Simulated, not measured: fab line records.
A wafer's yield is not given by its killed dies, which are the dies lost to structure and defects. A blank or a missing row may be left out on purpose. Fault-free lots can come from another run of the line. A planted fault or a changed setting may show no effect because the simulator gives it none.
Which tool did it?	flow n5Finfet	11 lots, 33 wafers sampled, at 4 steps of a route of 1938

WHAT THE GAUGES READ, wafer by wafer
N5_PASSIVATION_OVL_MEAS_63. Usual: PAD_OVL -2 nm, standard deviation 5.6.
lot	measured	on	PAD_OVL (nm)	flag
L594	day 12 14:04	overlay-01	-7 -4 -3	
L595	day 12 23:21	overlay-02	2 7 -1	
L601	day 14 04:29	overlay-01	-3 -9 -6	
L607	day 16 09:14	overlay-01	-2 -1 4	
L608	day 15 19:06	overlay-01	8 4 6	
L610	day 16 02:18	overlay-01	7 -1 -5	
L611	day 17 03:31	overlay-02	-1 -6 1	
L612	day 16 10:10	overlay-01	-9 -5 -10	
L614	day 18 04:31	overlay-02	0 0 1	
L615	day 17 19:56	overlay-01	0 -1 3	
L616	day 18 01:07	overlay-02	-12 3 -3	

WHAT TOOL EACH LOT RAN ON (gives the tool, then ch and the chambers of the sampled wafers, and finally the start)
lot	N5_BEOL_M0_STRIP_139	N5_MIM_BOT_LITHO_DESCUM_10	N5_MIM_BOT_ETCH_ETCH_03
L594	wetBench-04 ch 0,3,6, day 6 05:16	rieDiel-04 ch 0,1,3, day 12 09:29	rieMetal-02 ch 0,1, day 12 09:38
L595	wetBench-01 ch 2,5,6, day 6 06:35	rieDiel-05 ch 0,1,3, day 12 19:37	rieMetal-02 ch 1, day 12 19:46
L601	wetBench-04 ch 3,4,5, day 7 18:05	rieDiel-06 ch 1,2, day 14 01:25	rieMetal-01 ch 0,1, day 14 01:37
L607	wetBench-02 ch 1,4,5, day 9 07:34	rieDiel-05 ch 2,3, day 16 05:31	rieMetal-02 ch 0,1, day 16 05:43
L608	wetBench-02 ch 1,5,7, day 9 12:29	rieDiel-05 ch 1,2, day 15 15:00	rieMetal-03 ch 0,1, day 15 15:10
L610	wetBench-04 ch 3,4,5, day 10 03:09	rieDiel-06 ch 1,2, day 15 22:12	rieMetal-02 ch 0,1, day 15 22:22
L611	wetBench-02 ch 3,4,6, day 10 09:00	rieDiel-04 ch 0,1,2, day 17 00:35	rieMetal-01 ch 0,1, day 17 00:47
L612	wetBench-01 ch 2,4,5, day 10 10:21	rieDiel-04 ch 0,1,2, day 16 06:25	rieMetal-01 ch 0,1, day 16 06:36
L614	wetBench-04 ch 0,6,7, day 11 04:01	rieDiel-04 ch 0,2,3, day 18 01:33	rieMetal-03 ch 0,1, day 18 01:42
L615	wetBench-01 ch 3,6,7, day 11 12:51	rieDiel-05 ch 1,2, day 17 16:32	rieMetal-02 ch 0,1, day 17 16:42
L616	wetBench-02 ch 0,2,3, day 11 13:01	rieDiel-05 ch 2,3, day 17 21:28	rieMetal-02 ch 0,1, day 17 21:38
- N5_BEOL_M0_STRIP_139: strips in post etch residue remover, time 60 s.
- N5_MIM_BOT_LITHO_DESCUM_10: chemistry O2, time 7.9 s.
- N5_MIM_BOT_ETCH_ETCH_03: etches the open film in Cl2/BCl3, target depth 12 nm.

WHAT THE TOOLS THEMSELVES READ (means of the sampled wafers that have a number; where no wafer has one, the mark that the record gives instead)
N5_MIM_BOT_LITHO_DESCUM_10. Usual: drypumpMotorCurrentA 5.7 A, standard deviation 0.5; oesProductAu 0.79 a.u., standard deviation 0.092; rfFwdPowerW 49.67 W, standard deviation 0.21; rfVppV 242.8 V, standard deviation 1.5; showerheadPlenumPTorr 2.07 Torr, standard deviation 0.076; throttleValvePct 20.53 %, standard deviation 0.21.
lot	tool	drypumpMotorCurrentA (A)	oesProductAu (a.u.)	rfFwdPowerW (W)	rfVppV (V)	showerheadPlenumPTorr (Torr)	throttleValvePct (%)	flag
L594	rieDiel-04	5.6	0.75	49.61	243.4	2.09	20.67	
L595	rieDiel-05	5.7	0.71	49.67	242.0	2.04	20.70	
L601	rieDiel-06	5.6	0.80	49.64	243.0	2.06	20.48	
L607	rieDiel-05	6.1	0.73	49.62	243.1	2.07	20.51	
L608	rieDiel-05	6.2	0.89	49.47	245.3	2.16	20.46	
L610	rieDiel-06	5.6	0.78	49.69	241.8	2.05	20.51	
L611	rieDiel-04	5.5	0.81	49.51	244.0	2.13	20.51	
L612	rieDiel-04	5.6	0.83	49.68	244.1	2.13	20.50	
L614	rieDiel-04	5.2	0.77	49.70	242.8	2.09	20.55	
L615	rieDiel-05	6.2	0.85	49.56	242.9	2.16	20.47	
L616	rieDiel-05	6.1	0.81	49.61	242.7	2.07	20.38	

N5_MIM_BOT_ETCH_ETCH_03. Usual: drypumpMotorCurrentA 5.5 A, standard deviation 0.31; oesProductAu 0.79 a.u., standard deviation 0.06; rfFwdPowerW 792.3 W, standard deviation 2.6; throttleValvePct 27.46 %, standard deviation 0.26.
lot	tool	drypumpMotorCurrentA (A)	oesProductAu (a.u.)	rfFwdPowerW (W)	throttleValvePct (%)	flag
L594	rieMetal-02	5.6	0.80	794.4	27.27	
L595	rieMetal-02	5.7	0.87	793.4	27.71	
L601	rieMetal-01	5.3	0.81	793.9	27.60	
L607	rieMetal-02	5.7	0.80	791.4	27.49	
L608	rieMetal-03	5.7	0.76	790.4	27.39	
L610	rieMetal-02	5.7	0.80	795.1	27.49	
L611	rieMetal-01	5.2	0.77	792.3	27.71	
L612	rieMetal-01	5.3	0.80	792.3	27.62	
L614	rieMetal-03	5.4	0.79	793.4	27.32	
L615	rieMetal-02	5.6	0.76	790.8	27.28	
L616	rieMetal-02	5.7	0.80	794.0	27.50	

THE ANSWER, worked out from the rows above alone
Rule: a lot counts as off when the mean over its wafers that have a number is more than 3 standard deviations away from the usual mean. Also off: a lot with no number at a reading for which 4 or more lots have one. Where the step has rows for the other lots, those lots are counted as sound. Order of review: gauges by route order, followed by the tools' own readings, for which a lot's mean as printed above is used. At the first step where some lot is off, the reading lying furthest off is the one used; lots without a number count as furthest.
None of the lots is off at any reading shown; this tells nothing.

WHAT WAS PUT IN BY THE SIMULATOR
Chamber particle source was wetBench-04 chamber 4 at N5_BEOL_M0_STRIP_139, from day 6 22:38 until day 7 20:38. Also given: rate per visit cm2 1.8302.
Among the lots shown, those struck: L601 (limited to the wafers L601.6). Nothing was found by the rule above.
